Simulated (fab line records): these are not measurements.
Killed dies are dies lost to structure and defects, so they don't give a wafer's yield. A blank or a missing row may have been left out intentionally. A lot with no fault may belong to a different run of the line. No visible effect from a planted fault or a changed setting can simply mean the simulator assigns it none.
fab line records | flow n5_finfet | part 1 of 2: steps 1 to 4 of 6
[record] lots = 24 | wafers = 72 | last_day = 18
route steps=1938 shown BEOL_M11@1595 BEOL_M12@1615
lots untouched by any fault: they come from a run of this same line in which no faults occurred
start_h: start of the lot's first displayed wafer, in hours after the record's first day | wait_h: hours since the lot's step before | " same as the row above | L1.1+2: a row that stands for several wafers | - no value, or no start was given | * or withheld: withheld | < > ~ a bound
route shown NAME@n: names a module that has steps shown in the file, with the first one's number in the route | usual: mean/standard deviation of fault-free wafers | same: alike in all rows | chamber/n: place in a boat | sites: each site's reading | _std_site: standard deviation of those values | _edge_site: inner sites' mean taken away from outer sites' mean | radius_mm: for every site, how far away it sits from the centre of the wafer | mask NAME#n: copy n | behind: tool/chamber where the wafer was last shaped | hold: reason for holding the lot/hours on hold/outcome of the hold | device: which transistor (n, p or np) failed to switch | end of line: the same wafers' tests at the end of the route | a step with no rows: only its recipe | killed: at the first sort, the dies lost to defects and structure; wafer yield is something else | map: dies across one wafer; x = killed, . = not, _ = none there
set.NAME: the setting that was run; set.NAME@STEP: the one run at that earlier step | model.NAME: the simulator's own value behind a step, which no gauge read
a sample of lots followed through the steps of the route, with each step as a table and each wafer as a row
services: when a tool's chamber went out of use (start_h, in hours from the record's first day, below 0 if earlier), for how many hours, and the reason
[[steps]]
[step N5_BEOL_M11_ANNEAL_51]
[recipe] temp_c = 225 | time_s = 90 | ambient = N2
[usual] wafer_temp_C_max = 225.89/0.27
lot.wafer | tool          | chamber | start_h | wait_h | wafer_temp_C_max
L074.1    | rtp_anneal-01 | 0       | 230.80  | 0.1    | 225.84
L074.5    | "             | 0       | "       | "      | 225.80
L074.6    | "             | 0       | "       | "      | 225.73
L075.3    | rtp_anneal-02 | 0       | 237.66  | 0.9    | 225.70
L075.4    | "             | 0       | "       | "      | 225.96
L075.6    | "             | 0       | "       | "      | 226.08
L076.1    | rtp_anneal-01 | 0       | 247.83  | 0.1    | 225.80
L076.3    | "             | 0       | "       | "      | 225.76
L076.5    | "             | 0       | "       | "      | 225.52
L077.1    | rtp_anneal-01 | 0       | 248.84  | 0.4    | 225.84
L077.4    | "             | 0       | "       | "      | 225.89
L077.5    | "             | 0       | "       | "      | 225.65
L078.1    | rtp_anneal-02 | 0       | 249.17  | 0.5    | 225.59
L078.3    | "             | 0       | "       | "      | 225.48
L078.5    | "             | 0       | "       | "      | 225.81
L079.2    | rtp_anneal-02 | 0       | 269.78  | 0.3    | 226.35
L079.3    | "             | 0       | "       | "      | 226.26
L079.6    | "             | 0       | "       | "      | 226.81
L080.3    | rtp_anneal-02 | 0       | 278.60  | 0.1    | 226.30
L080.5    | "             | 0       | "       | "      | 226.36
L080.6    | "             | 0       | "       | "      | 226.00
L081.1    | rtp_anneal-01 | 0       | 281.82  | 1.0    | 225.51
L081.3    | "             | 0       | "       | "      | 226.19
L081.6    | "             | 0       | "       | "      | 225.68
L083.1    | rtp_anneal-02 | 0       | 285.55  | 0.2    | 226.45
L083.2    | "             | 0       | "       | "      | 226.03
L083.3    | "             | 0       | "       | "      | 226.10
L082.1    | rtp_anneal-01 | 0       | 306.38  | 0.4    | 225.76
L082.4    | "             | 0       | "       | "      | 225.33
L082.5    | "             | 0       | "       | "      | 225.91
L085.1    | rtp_anneal-01 | 0       | 316.49  | 0.2    | 225.43
L085.3    | "             | 0       | "       | "      | 226.05
L085.6    | "             | 0       | "       | "      | 225.56
L084.2    | rtp_anneal-01 | 0       | 325.33  | 0.1    | 225.90
L084.4    | "             | 0       | "       | "      | 225.57
L084.5    | "             | 0       | "       | "      | 225.43
L087.1    | rtp_anneal-01 | 0       | 325.63  | 0.1    | 225.99
L087.2    | "             | 0       | "       | "      | 226.18
L087.5    | "             | 0       | "       | "      | 225.92
L088.3    | rtp_anneal-02 | 0       | 325.64  | 0.1    | 226.36
L088.4    | "             | 0       | "       | "      | 226.06
L088.5    | "             | 0       | "       | "      | 225.69
L089.2    | rtp_anneal-01 | 0       | 325.94  | 0.3    | 225.77
L089.3    | "             | 0       | "       | "      | 225.81
L089.5    | "             | 0       | "       | "      | 225.97
L090.2    | rtp_anneal-01 | 0       | 326.66  | 0.3    | 225.74
L090.5    | "             | 0       | "       | "      | 225.66
L090.6    | "             | 0       | "       | "      | 225.94
L086.1    | rtp_anneal-01 | 0       | 330.83  | 0.1    | 225.58
L086.3    | "             | 0       | "       | "      | 226.00
L086.4    | "             | 0       | "       | "      | 225.66
L092.1    | rtp_anneal-01 | 0       | 351.64  | 0.2    | 225.67
L092.2    | "             | 0       | "       | "      | 225.87
L092.5    | "             | 0       | "       | "      | 225.76
L091.2    | rtp_anneal-01 | 0       | 352.51  | 0.2    | 225.75
L091.5    | "             | 0       | "       | "      | 225.75
L091.6    | "             | 0       | "       | "      | 225.85
L093.3    | rtp_anneal-02 | 0       | 360.29  | 0.1    | 226.25
L093.4    | "             | 0       | "       | "      | 226.35
L093.6    | "             | 0       | "       | "      | 225.98
L094.3    | rtp_anneal-02 | 0       | 375.96  | 0.2    | 225.75
L094.4    | "             | 0       | "       | "      | 226.11
L094.5    | "             | 0       | "       | "      | 226.21
L095.1    | rtp_anneal-01 | 0       | 377.51  | 0.1    | 225.74
L095.4    | "             | 0       | "       | "      | 225.96
L095.6    | "             | 0       | "       | "      | 225.57
L097.1    | rtp_anneal-02 | 0       | 385.03  | 0.5    | 225.94
L097.3    | "             | 0       | "       | "      | 225.55
L097.6    | "             | 0       | "       | "      | 226.17
L096.2    | rtp_anneal-02 | 0       | 385.61  | 0.8    | 226.16
L096.3    | "             | 0       | "       | "      | 226.12
L096.4    | "             | 0       | "       | "      | 225.78
[step N5_BEOL_M12_DESCUM_15]
[recipe] chemistry = O2 | time_s = 7.9 | source_power_w = 50 | bias_power_w = 20 | pressure_mtorr = 20 | rf_frequency_hz = 2.712e+07 | temp_c = 40 | o2_flow_sccm = 225
[usual] drypump_motor_current_A = 5.6/0.49 | oes_product_au = 0.82/0.078 | rf_vpp_V = 243.3/1.5 | showerhead_plenum_p_Torr = 2.11/0.075 | throttle_valve_pct = 20.42/0.25
lot.wafer | tool        | chamber | start_h | wait_h | drypump_motor_current_A | oes_product_au | rf_hours_counter_h | rf_vpp_V | showerhead_plenum_p_Torr | throttle_valve_pct
L074.1    | rie_diel-01 | 3       | 232.19  | 0.0    | 5.6                     | 0.75           | 128                | 242.3    | 2.11                     | 20.29
L074.5    | "           | 0       | "       | "      | 5.8                     | 0.89           | -                  | 244.0    | 2.14                     | 20.46
L074.6    | "           | 3       | "       | "      | 5.6                     | 0.74           | -                  | 244.5    | 2.11                     | 20.29
L075.3    | rie_diel-05 | 0       | 239.33  | 0.3    | 4.7                     | 0.84           | 61                 | 241.2    | 2.13                     | 20.19
L075.4    | "           | 3       | "       | "      | 6.3                     | 0.87           | 44                 | 243.6    | 2.07                     | 20.07
L075.6    | "           | 0       | "       | "      | 4.7                     | 0.84           | -                  | 244.8    | 2.13                     | 20.19
L076.1    | rie_diel-05 | 1       | 249.29  | 0.1    | 5.6                     | 0.76           | 140                | 240.9    | 2.04                     | 20.75
L076.3    | "           | 0       | "       | "      | 4.7                     | 0.84           | 65                 | 243.8    | 2.13                     | 20.19
L076.5    | "           | 1       | "       | "      | 5.6                     | 0.76           | -                  | 241.2    | 2.04                     | 20.75
L077.1    | rie_diel-03 | 3       | 250.30  | 0.2    | 5.4                     | 0.77           | 111                | 244.7    | 2.20                     | 20.44
L077.4    | "           | 2       | "       | "      | 6.0                     | 0.85           | 63                 | 245.0    | 2.22                     | 20.23
L077.5    | "           | 0       | "       | "      | 5.5                     | 0.72           | -                  | 240.7    | 1.98                     | 20.88
L078.1    | rie_diel-01 | 1       | 250.60  | 0.1    | 5.0                     | 0.67           | 248                | 245.0    | 2.15                     | 20.89
L078.3    | "           | 3       | "       | "      | 5.6                     | 0.75           | 134                | 243.7    | 2.11                     | 20.30
L078.5    | "           | 1       | "       | "      | 5.0                     | 0.66           | -                  | 243.2    | 2.15                     | 20.89
L079.2    | rie_diel-01 | 3       | 271.17  | 0.0    | 5.6                     | 0.74           | 142                | 243.0    | 2.11                     | 20.33
L079.3    | "           | 0       | "       | "      | 5.8                     | 0.87           | 42                 | 244.1    | 2.14                     | 20.48
L079.6    | "           | 2       | "       | "      | 5.9                     | 0.90           | -                  | 245.4    | 2.26                     | 20.74
L080.3    | rie_diel-03 | 3       | 279.82  | 0.0    | 5.4                     | 0.77           | 118                | 245.7    | 2.19                     | 20.46
L080.5    | "           | 2       | "       | "      | 6.0                     | 0.84           | -                  | 243.6    | 2.21                     | 20.23
L080.6    | "           | 3       | "       | "      | 5.4                     | 0.76           | -                  | 246.5    | 2.19                     | 20.44
L081.1    | rie_diel-01 | 0       | 283.78  | 0.6    | 5.8                     | 0.87           | 48                 | 243.3    | 2.13                     | 20.52
L081.3    | "           | 3       | "       | "      | 5.6                     | 0.74           | 148                | 242.8    | 2.10                     | 20.32
L081.6    | "           | 0       | "       | "      | 5.8                     | 0.87           | -                  | 243.4    | 2.13                     | 20.51
L083.1    | rie_diel-03 | 2       | 287.95  | 1.1    | 6.0                     | 0.83           | 78                 | 245.4    | 2.21                     | 20.26
L083.2    | "           | 3       | "       | "      | 5.4                     | 0.77           | 122                | 244.6    | 2.19                     | 20.47
L083.3    | "           | 1       | "       | "      | 5.0                     | 0.88           | 35                 | 246.5    | 2.20                     | 20.18
L082.1    | rie_diel-05 | 2       | 308.64  | 0.9    | 5.7                     | 1.01           | 0                  | 244.0    | 2.06                     | 20.45
L082.4    | "           | 1       | "       | "      | 5.6                     | 0.75           | 153                | 242.5    | 2.03                     | 20.75
L082.5    | "           | 0       | "       | "      | 4.7                     | 0.82           | -                  | 243.8    | 2.12                     | 20.21
L085.1    | rie_diel-05 | 2       | 317.82  | 0.0    | 5.8                     | 1.01           | 3                  | 242.3    | 2.06                     | 20.46
L085.3    | "           | 0       | "       | "      | 4.7                     | 0.82           | 81                 | 242.8    | 2.12                     | 20.23
L085.6    | "           | 1       | "       | "      | 5.6                     | 0.75           | -                  | 240.6    | 2.03                     | 20.75
L084.2    | rie_diel-01 | 2       | 326.76  | 0.0    | 5.9                     | 0.86           | 55                 | 246.6    | 2.26                     | 20.77
L084.4    | "           | 3       | "       | "      | 5.6                     | 0.72           | 165                | 242.8    | 2.10                     | 20.34
L084.5    | "           | 2       | "       | "      | 5.9                     | 0.87           | -                  | 246.0    | 2.26                     | 20.77
L088.3    | rie_diel-03 | 1       | 326.98  | 0.0    | 5.0                     | 0.85           | 51                 | 245.4    | 2.19                     | 20.21
L088.4    | "           | 0       | "       | "      | 5.5                     | 0.70           | 239                | 243.1    | 1.97                     | 20.90
L088.5    | "           | 2       | "       | "      | 6.0                     | 0.81           | -                  | 245.3    | 2.21                     | 20.26
L087.1    | rie_diel-05 | 1       | 327.14  | 0.0    | 5.6                     | 0.75           | 158                | 240.5    | 2.03                     | 20.76
L087.2    | "           | 2       | "       | "      | 5.8                     | 1.00           | 4                  | 241.7    | 2.06                     | 20.46
L087.5    | "           | 1       | "       | "      | 5.6                     | 0.75           | -                  | 242.4    | 2.03                     | 20.76
L089.2    | rie_diel-03 | 0       | 327.34  | 0.0    | 5.5                     | 0.69           | 239                | 242.5    | 1.97                     | 20.91
L089.3    | "           | 2       | "       | "      | 6.0                     | 0.81           | 95                 | 244.9    | 2.21                     | 20.27
L089.5    | "           | 2       | "       | "      | 6.0                     | 0.81           | -                  | 243.5    | 2.21                     | 20.27
L090.2    | rie_diel-05 | 3       | 327.92  | 0.0    | 6.3                     | 0.85           | 65                 | 242.7    | 2.06                     | 20.09
L090.5    | "           | 3       | "       | "      | 6.3                     | 0.85           | -                  | 242.6    | 2.06                     | 20.10
L090.6    | "           | 0       | "       | "      | 4.7                     | 0.82           | -                  | 242.4    | 2.12                     | 20.22
L086.1    | rie_diel-03 | 2       | 332.26  | 0.0    | 6.0                     | 0.81           | 97                 | 245.0    | 2.21                     | 20.27
L086.3    | "           | 0       | "       | "      | 5.5                     | 0.69           | 241                | 240.5    | 1.97                     | 20.92
L086.4    | "           | 3       | "       | "      | 5.4                     | 0.74           | 141                | 244.7    | 2.18                     | 20.49
L092.1    | rie_diel-05 | 3       | 352.96  | 0.0    | 6.3                     | 0.83           | 75                 | 241.8    | 2.06                     | 20.11
L092.2    | "           | 1       | "       | "      | 5.6                     | 0.74           | 167                | 242.7    | 2.03                     | 20.76
L092.5    | "           | 3       | "       | "      | 6.3                     | 0.84           | -                  | 241.9    | 2.06                     | 20.10
L091.2    | rie_diel-05 | 2       | 353.78  | 0.0    | 5.8                     | 0.96           | 14                 | 241.9    | 2.05                     | 20.47
L091.5    | "           | 0       | "       | "      | 4.7                     | 0.80           | -                  | 242.2    | 2.12                     | 20.24
L091.6    | "           | 3       | "       | "      | 6.3                     | 0.83           | -                  | 243.7    | 2.06                     | 20.10
L093.3    | rie_diel-03 | 3       | 361.63  | 0.0    | 5.4                     | 0.73           | 153                | 243.3    | 2.18                     | 20.51
L093.4    | "           | 3       | "       | "      | 5.4                     | 0.73           | -                  | 244.2    | 2.18                     | 20.48
L093.6    | "           | 2       | "       | "      | 6.0                     | 0.80           | -                  | 244.9    | 2.20                     | 20.29
L094.3    | rie_diel-05 | 1       | 377.31  | 0.0    | 5.6                     | 0.73           | 175                | 242.2    | 2.03                     | 20.78
L094.4    | "           | 0       | "       | "      | 4.7                     | 0.80           | 100                | 241.3    | 2.12                     | 20.24
L094.5    | "           | 2       | "       | "      | 5.7                     | 0.93           | -                  | 241.8    | 2.05                     | 20.50
L095.1    | rie_diel-05 | 2       | 379.00  | 0.1    | 5.7                     | 0.93           | 23                 | 242.6    | 2.05                     | 20.49
L095.4    | "           | 1       | "       | "      | 5.6                     | 0.72           | 175                | 241.8    | 2.03                     | 20.79
L095.6    | "           | 3       | "       | "      | 6.3                     | 0.82           | -                  | 241.4    | 2.05                     | 20.13
L097.1    | rie_diel-05 | 3       | 386.53  | 0.0    | 6.3                     | 0.82           | 86                 | 242.5    | 2.05                     | 20.12
L097.3    | "           | 2       | "       | "      | 5.8                     | 0.94           | 25                 | 241.6    | 2.05                     | 20.51
L097.6    | "           | 3       | "       | "      | 6.3                     | 0.82           | -                  | 243.6    | 2.05                     | 20.13
L096.2    | rie_diel-05 | 2       | 386.96  | 0.0    | 5.8                     | 0.94           | 26                 | 243.8    | 2.05                     | 20.51
L096.3    | "           | 1       | "       | "      | 5.6                     | 0.73           | 177                | 242.0    | 2.03                     | 20.79
L096.4    | "           | 0       | "       | "      | 4.7                     | 0.79           | 102                | 244.3    | 2.12                     | 20.24
[step N5_BEOL_M12_DESCUM_33]
[recipe] chemistry = O2 | time_s = 7.9 | source_power_w = 50 | bias_power_w = 20 | pressure_mtorr = 20 | rf_frequency_hz = 2.712e+07 | temp_c = 40 | o2_flow_sccm = 225
[usual] drypump_motor_current_A = 5.6/0.46 | oes_product_au = 0.81/0.075 | rf_vpp_V = 243.5/1.4 | showerhead_plenum_p_Torr = 2.12/0.078 | throttle_valve_pct = 20.44/0.25
lot.wafer | tool        | chamber | start_h | wait_h | drypump_motor_current_A | oes_product_au | rf_hours_counter_h | rf_vpp_V | showerhead_plenum_p_Torr | throttle_valve_pct
L074.1    | rie_diel-03 | 1       | 233.71  | 0.0    | 5.0                     | 0.91           | 18                 | 244.6    | 2.20                     | 20.17
L074.5    | "           | 0       | "       | "      | 5.5                     | 0.72           | -                  | 241.2    | 1.98                     | 20.86
L074.6    | "           | 3       | "       | "      | 5.4                     | 0.78           | -                  | 245.2    | 2.20                     | 20.42
L075.3    | rie_diel-05 | 1       | 240.93  | 0.6    | 5.6                     | 0.76           | 138                | 240.9    | 2.04                     | 20.72
L075.4    | "           | 3       | "       | "      | 6.3                     | 0.87           | 45                 | 242.1    | 2.07                     | 20.08
L075.6    | "           | 3       | "       | "      | 6.3                     | 0.86           | -                  | 242.1    | 2.07                     | 20.07
L076.1    | rie_diel-05 | 1       | 250.38  | 0.1    | 5.5                     | 0.77           | 141                | 242.1    | 2.04                     | 20.73
L076.3    | "           | 3       | "       | "      | 6.3                     | 0.87           | 48                 | 240.3    | 2.07                     | 20.07
L076.5    | "           | 0       | "       | "      | 4.7                     | 0.83           | -                  | 243.6    | 2.13                     | 20.18
L077.1    | rie_diel-05 | 0       | 251.38  | 0.2    | 4.7                     | 0.84           | 66                 | 244.7    | 2.13                     | 20.18
L077.4    | "           | 3       | "       | "      | 6.3                     | 0.86           | -                  | 242.8    | 2.07                     | 20.08
L077.5    | "           | 1       | "       | "      | 5.6                     | 0.76           | -                  | 243.8    | 2.04                     | 20.74
L078.1    | rie_diel-05 | 0       | 251.87  | 0.3    | 4.7                     | 0.83           | 67                 | 243.3    | 2.13                     | 20.20
L078.3    | "           | 1       | "       | "      | 5.6                     | 0.75           | 142                | 242.3    | 2.04                     | 20.74
L078.5    | "           | 3       | "       | "      | 6.3                     | 0.84           | -                  | 241.8    | 2.07                     | 20.08
L079.2    | rie_diel-01 | 3       | 272.24  | 0.1    | 5.6                     | 0.74           | 142                | 243.7    | 2.11                     | 20.30
L079.3    | "           | 2       | "       | "      | 5.9                     | 0.90           | 31                 | 245.8    | 2.26                     | 20.73
L079.6    | "           | 3       | "       | "      | 5.6                     | 0.74           | -                  | 242.3    | 2.11                     | 20.31
L080.3    | rie_diel-03 | 1       | 280.82  | 0.1    | 5.0                     | 0.87           | 32                 | 245.0    | 2.20                     | 20.17
L080.5    | "           | 2       | "       | "      | 6.0                     | 0.83           | -                  | 244.2    | 2.21                     | 20.24
L080.6    | "           | 3       | "       | "      | 5.4                     | 0.77           | -                  | 245.0    | 2.19                     | 20.44
L081.1    | rie_diel-01 | 3       | 284.78  | 0.1    | 5.6                     | 0.73           | 148                | 242.8    | 2.10                     | 20.31
L081.3    | "           | 0       | "       | "      | 5.8                     | 0.87           | 48                 | 244.6    | 2.13                     | 20.50
L081.6    | "           | 2       | "       | "      | 5.9                     | 0.89           | -                  | 242.8    | 2.26                     | 20.75
L083.1    | rie_diel-03 | 0       | 289.01  | 0.2    | 5.5                     | 0.70           | 222                | 240.4    | 1.97                     | 20.89
L083.2    | "           | 2       | "       | "      | 6.0                     | 0.83           | 78                 | 244.6    | 2.21                     | 20.25
L083.3    | "           | 3       | "       | "      | 5.4                     | 0.76           | 123                | 246.3    | 2.19                     | 20.47
L082.1    | rie_diel-03 | 2       | 310.40  | 0.7    | 6.0                     | 0.81           | 90                 | 244.7    | 2.21                     | 20.27
L082.4    | "           | 3       | "       | "      | 5.4                     | 0.75           | 133                | 244.0    | 2.19                     | 20.46
L082.5    | "           | 1       | "       | "      | 5.0                     | 0.86           | -                  | 245.0    | 2.19                     | 20.20
L085.1    | rie_diel-03 | 0       | 318.85  | 0.0    | 5.5                     | 0.70           | 236                | 241.2    | 1.97                     | 20.93
L085.3    | "           | 2       | "       | "      | 6.0                     | 0.81           | 92                 | 243.7    | 2.21                     | 20.27
L085.6    | "           | 2       | "       | "      | 6.0                     | 0.81           | -                  | 245.1    | 2.21                     | 20.28
L084.2    | rie_diel-01 | 2       | 327.66  | 0.0    | 5.9                     | 0.87           | 56                 | 244.6    | 2.26                     | 20.78
L084.4    | "           | 3       | "       | "      | 5.6                     | 0.72           | 166                | 243.2    | 2.10                     | 20.35
L084.5    | "           | 1       | "       | "      | 5.0                     | 0.91           | -                  | 243.9    | 2.14                     | 20.44
L088.3    | rie_diel-03 | 2       | 327.88  | 0.0    | 6.0                     | 0.81           | 95                 | 244.8    | 2.21                     | 20.27
L088.4    | "           | 3       | "       | "      | 5.4                     | 0.74           | 139                | 245.2    | 2.19                     | 20.47
L088.5    | "           | 0       | "       | "      | 5.5                     | 0.69           | -                  | 240.8    | 1.97                     | 20.93
L087.1    | rie_diel-01 | 3       | 328.15  | 0.1    | 5.6                     | 0.72           | 166                | 243.1    | 2.10                     | 20.35
L087.2    | "           | 1       | "       | "      | 5.1                     | 0.91           | 20                 | 243.9    | 2.14                     | 20.45
L087.5    | "           | 0       | "       | "      | 5.8                     | 0.83           | -                  | 243.2    | 2.13                     | 20.54
L089.2    | rie_diel-05 | 0       | 328.47  | 0.1    | 4.7                     | 0.82           | 83                 | 244.7    | 2.12                     | 20.21
L089.3    | "           | 1       | "       | "      | 5.6                     | 0.74           | 158                | 243.5    | 2.03                     | 20.78
L089.5    | "           | 0       | "       | "      | 4.7                     | 0.81           | -                  | 242.0    | 2.12                     | 20.22
L090.2    | rie_diel-05 | 3       | 328.96  | 0.0    | 6.3                     | 0.84           | 65                 | 242.8    | 2.06                     | 20.07
L090.5    | "           | 1       | "       | "      | 5.6                     | 0.74           | -                  | 242.0    | 2.03                     | 20.78
L090.6    | "           | 0       | "       | "      | 4.7                     | 0.82           | -                  | 244.5    | 2.12                     | 20.22
L086.1    | rie_diel-05 | 1       | 333.29  | 0.0    | 5.6                     | 0.74           | 160                | 243.2    | 2.03                     | 20.77
L086.3    | "           | 2       | "       | "      | 5.8                     | 1.00           | 6                  | 243.5    | 2.06                     | 20.48
L086.4    | "           | 3       | "       | "      | 6.3                     | 0.85           | 67                 | 242.1    | 2.06                     | 20.12
L092.1    | rie_diel-01 | 2       | 353.99  | 0.0    | 5.9                     | 0.86           | 66                 | 245.5    | 2.25                     | 20.78
L092.2    | "           | 3       | "       | "      | 5.6                     | 0.70           | 175                | 242.2    | 2.10                     | 20.36
L092.5    | "           | 2       | "       | "      | 5.9                     | 0.85           | -                  | 246.3    | 2.25                     | 20.78
L091.2    | rie_diel-03 | 3       | 354.70  | 0.0    | 5.4                     | 0.73           | 151                | 243.6    | 2.18                     | 20.51
L091.5    | "           | 3       | "       | "      | 5.4                     | 0.73           | -                  | 245.7    | 2.18                     | 20.50
L091.6    | "           | 1       | "       | "      | 5.0                     | 0.84           | -                  | 245.1    | 2.19                     | 20.24
L093.3    | rie_diel-05 | 3       | 362.68  | 0.0    | 6.3                     | 0.83           | 77                 | 240.9    | 2.06                     | 20.12
L093.4    | "           | 1       | "       | "      | 5.6                     | 0.74           | 169                | 241.7    | 2.03                     | 20.78
L093.6    | "           | 0       | "       | "      | 4.7                     | 0.80           | -                  | 243.4    | 2.12                     | 20.24
L094.3    | rie_diel-01 | 3       | 378.22  | 0.0    | 5.6                     | 0.70           | 184                | 243.6    | 2.09                     | 20.36
L094.4    | "           | 2       | "       | "      | 5.9                     | 0.84           | 74                 | 245.0    | 2.25                     | 20.80
L094.5    | "           | 2       | "       | "      | 5.9                     | 0.84           | -                  | 244.5    | 2.25                     | 20.80
L095.1    | rie_diel-05 | 1       | 379.91  | 0.0    | 5.6                     | 0.72           | 176                | 243.4    | 2.03                     | 20.78
L095.4    | "           | 3       | "       | "      | 6.3                     | 0.82           | 84                 | 242.9    | 2.05                     | 20.14
L095.6    | "           | 2       | "       | "      | 5.7                     | 0.93           | -                  | 242.2    | 2.05                     | 20.49
L097.1    | rie_diel-01 | 3       | 387.61  | 0.1    | 5.6                     | 0.70           | 187                | 243.8    | 2.09                     | 20.37
L097.3    | "           | 1       | "       | "      | 5.0                     | 0.86           | 41                 | 244.0    | 2.13                     | 20.47
L097.6    | "           | 3       | "       | "      | 5.6                     | 0.70           | -                  | 242.7    | 2.09                     | 20.36
L096.2    | rie_diel-03 | 3       | 387.87  | 0.0    | 5.4                     | 0.72           | 163                | 245.0    | 2.18                     | 20.52
L096.3    | "           | 0       | "       | "      | 5.5                     | 0.99           | 4                  | 246.0    | 2.22                     | 20.46
L096.4    | "           | 2       | "       | "      | 6.0                     | 0.79           | 114                | 244.6    | 2.20                     | 20.31
[step N5_BEOL_M12_STRIP_37]
[recipe] chemistry = N2/H2 | power_w = 1000 | temp_c = 250 | h2_frac = 0.65 | overash_fraction = 0.3 | pressure_mtorr = withheld | n2_flow_sccm = 1750 | h2_flow_sccm = 3250
[usual] drypump_motor_current_A = 5.5/0.33 | heater_power_w = 338/28 | oes_product_au = 0.790/0.011
lot.wafer | tool            | chamber | start_h | wait_h | drypump_motor_current_A | heater_power_w | oes_product_au | rf_hours_counter_h
L074.1    | plasma_asher-01 | 1       | 234.27  | 0.0    | 5.7                     | 311            | 0.777          | 65
L074.5    | "               | 1       | "       | "      | 5.7                     | 317            | 0.801          | -
L074.6    | "               | 0       | "       | "      | 5.7                     | 340            | 0.799          | -
L075.3    | plasma_asher-01 | 0       | 241.51  | 0.1    | 5.8                     | 336            | 0.787          | -
L075.4    | "               | 1       | "       | "      | 5.7                     | 304            | 0.792          | -
L075.6    | "               | 1       | "       | "      | 5.7                     | 302            | 0.775          | -
L076.1    | plasma_asher-02 | 1       | 251.00  | 0.1    | 5.2                     | 374            | 0.786          | 126
L076.3    | "               | 1       | "       | "      | 5.2                     | 376            | 0.785          | -
L076.5    | "               | 0       | "       | "      | 4.8                     | 373            | 0.803          | -
L077.1    | plasma_asher-01 | 1       | 251.94  | 0.0    | 5.7                     | 301            | 0.820          | 69
L077.4    | "               | 1       | "       | "      | 5.7                     | 306            | 0.809          | -
L077.5    | "               | 1       | "       | "      | 5.7                     | 303            | 0.801          | -
L078.1    | plasma_asher-01 | 0       | 252.42  | 0.0    | 5.6                     | 327            | 0.790          | 69
L078.3    | "               | 0       | "       | "      | 5.7                     | 336            | 0.771          | -
L078.5    | "               | 1       | "       | "      | 5.7                     | 323            | 0.803          | -
L079.2    | plasma_asher-01 | 0       | 272.80  | 0.0    | 5.7                     | 336            | 0.807          | 73
L079.3    | "               | 0       | "       | "      | 5.7                     | 344            | 0.790          | -
L079.6    | "               | 1       | "       | "      | 5.7                     | 315            | 0.794          | -
L080.3    | plasma_asher-02 | 0       | 281.40  | 0.1    | 4.8                     | 365            | 0.791          | -
L080.5    | "               | 1       | "       | "      | 5.1                     | 387            | 0.784          | -
L080.6    | "               | 0       | "       | "      | 4.8                     | 366            | 0.793          | -
L081.1    | plasma_asher-01 | 0       | 285.34  | 0.0    | 5.7                     | 329            | 0.783          | 75
L081.3    | "               | 0       | "       | "      | 5.7                     | 329            | 0.819          | -
L081.6    | "               | 1       | "       | "      | 5.6                     | 306            | 0.777          | -
L083.1    | plasma_asher-01 | 0       | 289.57  | 0.0    | 5.7                     | 341            | 0.781          | 75
L083.2    | "               | 1       | "       | "      | 5.7                     | 313            | 0.798          | 75
L083.3    | "               | 1       | "       | "      | 5.7                     | 303            | 0.789          | -
L082.1    | plasma_asher-01 | 1       | 310.96  | 0.0    | 5.6                     | 303            | 0.776          | 79
L082.4    | "               | 1       | "       | "      | 5.7                     | 307            | 0.777          | -
L082.5    | "               | 0       | "       | "      | 5.7                     | 332            | 0.811          | -
L085.1    | plasma_asher-02 | 1       | 319.40  | 0.0    | 5.1                     | 386            | 0.782          | 140
L085.3    | "               | 0       | "       | "      | 4.8                     | 369            | 0.794          | -
L085.6    | "               | 0       | "       | "      | 4.8                     | 370            | 0.790          | -
L084.2    | plasma_asher-01 | 1       | 328.22  | 0.0    | 5.7                     | 312            | 0.784          | 82
L084.4    | "               | 0       | "       | "      | 5.7                     | 333            | 0.797          | -
L084.5    | "               | 1       | "       | "      | 5.6                     | 313            | 0.787          | -
L088.3    | plasma_asher-01 | 1       | 328.46  | 0.1    | 5.7                     | 309            | 0.803          | -
L088.4    | "               | 0       | "       | "      | 5.7                     | 331            | 0.787          | -
L088.5    | "               | 1       | "       | "      | 5.6                     | 313            | 0.793          | -
L087.1    | plasma_asher-01 | 0       | 328.71  | 0.0    | 5.7                     | 327            | 0.790          | 83
L087.2    | "               | 1       | "       | "      | 5.7                     | 322            | 0.793          | 83
L087.5    | "               | 0       | "       | "      | 5.7                     | 340            | 0.787          | -
L089.2    | plasma_asher-02 | 0       | 329.03  | 0.0    | 4.8                     | 367            | 0.796          | 142
L089.3    | "               | 0       | "       | "      | 4.8                     | 366            | 0.776          | -
L089.5    | "               | 1       | "       | "      | 5.2                     | 390            | 0.761          | -
L090.2    | plasma_asher-02 | 1       | 329.51  | 0.0    | 5.2                     | 392            | 0.790          | 142
L090.5    | "               | 0       | "       | "      | 4.8                     | 364            | 0.792          | -
L090.6    | "               | 1       | "       | "      | 5.1                     | 391            | 0.785          | -
L086.1    | plasma_asher-02 | 0       | 333.85  | 0.0    | 4.8                     | 370            | 0.791          | 142
L086.3    | "               | 1       | "       | "      | 5.1                     | 384            | 0.783          | -
L086.4    | "               | 0       | "       | "      | 4.8                     | 359            | 0.792          | -
L092.1    | plasma_asher-01 | 0       | 354.85  | 0.3    | 5.8                     | 333            | 0.795          | 89
L092.2    | "               | 1       | "       | "      | 5.6                     | 311            | 0.804          | 89
L092.5    | "               | 0       | "       | "      | 5.7                     | 330            | 0.786          | -
L091.2    | plasma_asher-01 | 0       | 355.26  | 0.0    | 5.6                     | 335            | 0.777          | 89
L091.5    | "               | 0       | "       | "      | 5.6                     | 337            | 0.816          | -
L091.6    | "               | 1       | "       | "      | 5.6                     | 303            | 0.785          | -
L093.3    | plasma_asher-01 | 1       | 363.26  | 0.1    | 5.7                     | 315            | 0.795          | -
L093.4    | "               | 0       | "       | "      | 5.7                     | 331            | 0.788          | -
L093.6    | "               | 0       | "       | "      | 5.7                     | 341            | 0.809          | -
L094.3    | plasma_asher-01 | 0       | 378.80  | 0.1    | 5.7                     | 333            | 0.787          | -
L094.4    | "               | 1       | "       | "      | 5.6                     | 308            | 0.780          | -
L094.5    | "               | 1       | "       | "      | 5.6                     | 304            | 0.796          | -
L095.1    | plasma_asher-01 | 1       | 380.47  | 0.0    | 5.6                     | 309            | 0.791          | 96
L095.4    | "               | 0       | "       | "      | 5.7                     | 332            | 0.797          | -
L095.6    | "               | 1       | "       | "      | 5.7                     | 318            | 0.775          | -
L097.1    | plasma_asher-01 | 1       | 388.17  | 0.0    | 5.7                     | 306            | 0.798          | 98
L097.3    | "               | 0       | "       | "      | 5.7                     | 328            | 0.784          | -
L097.6    | "               | 1       | "       | "      | 5.7                     | 306            | 0.797          | -
L096.2    | plasma_asher-02 | 1       | 388.43  | 0.0    | 5.1                     | 388            | 0.797          | 151
L096.3    | "               | 0       | "       | "      | 4.8                     | 372            | 0.790          | -
L096.4    | "               | 1       | "       | "      | 5.2                     | 387            | 0.782          | -
